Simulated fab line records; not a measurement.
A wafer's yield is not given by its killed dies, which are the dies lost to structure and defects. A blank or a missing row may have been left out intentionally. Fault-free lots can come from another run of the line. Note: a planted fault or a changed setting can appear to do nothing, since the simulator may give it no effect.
Matching of chambers ; flow nand-harc ; NHARC_THIN_TSV_DEP_47 on pecvd-01: 3 sister chambers
The step deposits SiO2, target thk 200 nm. 14 wafers are shown with their chamber, then 7 later ones without.

WAFERS, EACH WITH ITS CHAMBER
wafer;chamber;throttle-valve-pct (%);mfc-precursor-sccm (sccm)
L518.2;0;16.1;161.3
L518.4;2;17.3;162.0
L518.5;0;16.3;160.8
L520.1;0;16.3;161.5
L520.4;1;16.7;161.4
L520.5;2;17.4;161.8
L523.2;2;17.4;161.6
L523.3;0;16.1;161.7
L523.4;1;16.8;161.6
L530.1;0;16.4;160.7
L530.5;2;17.7;160.8
L530.6;1;16.9;161.9
L531.1;2;17.4;161.1
L531.5;1;16.2;161.3

SIGNATURES (averages over the wafers above)
reading;chamber 0;chamber 1;chamber 2;scatter within a chamber
throttle-valve-pct;16.240;16.650;17.440;0.203
mfc-precursor-sccm;161.200;161.550;161.460;0.422
Rule: distance of a wafer from a chamber = root of the sum over the readings of ((wafer's reading minus chamber's mean) / reading's scatter) squared. If the next closest chamber is less than 2 further off than the closest, the wafer can't be placed; otherwise it belongs to the closest. The scatter: the root of (the sum of the squares of (reading less its chamber's mean) over the shown wafers, divided by (wafers less chambers)).

WAFERS WHOSE CHAMBER IS MISSING
wafer;throttle-valve-pct (%);mfc-precursor-sccm (sccm)
L531.6;17.3;161.6
L534.2;16.4;161.2
L534.3;16.6;161.6
L534.5;16.5;161.7
L536.2;17.3;161.6
L536.4;16.2;161.9
L536.5;16.8;161.7

CHAMBER TAKEN BY EACH
wafer;from the rows above;in truth
L531.6;2;2
L534.2;can't be placed: 0 or 1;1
L534.3;can't be placed: 1 or 0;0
L534.5;can't be placed: 1 or 0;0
L536.2;2;2
L536.4;can't be placed: 0 or 1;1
L536.5;1;1
3 of 7 placed correctly. These rows do not allow placing 4 (true chamber among the candidates in 4). 0 placed wrongly.
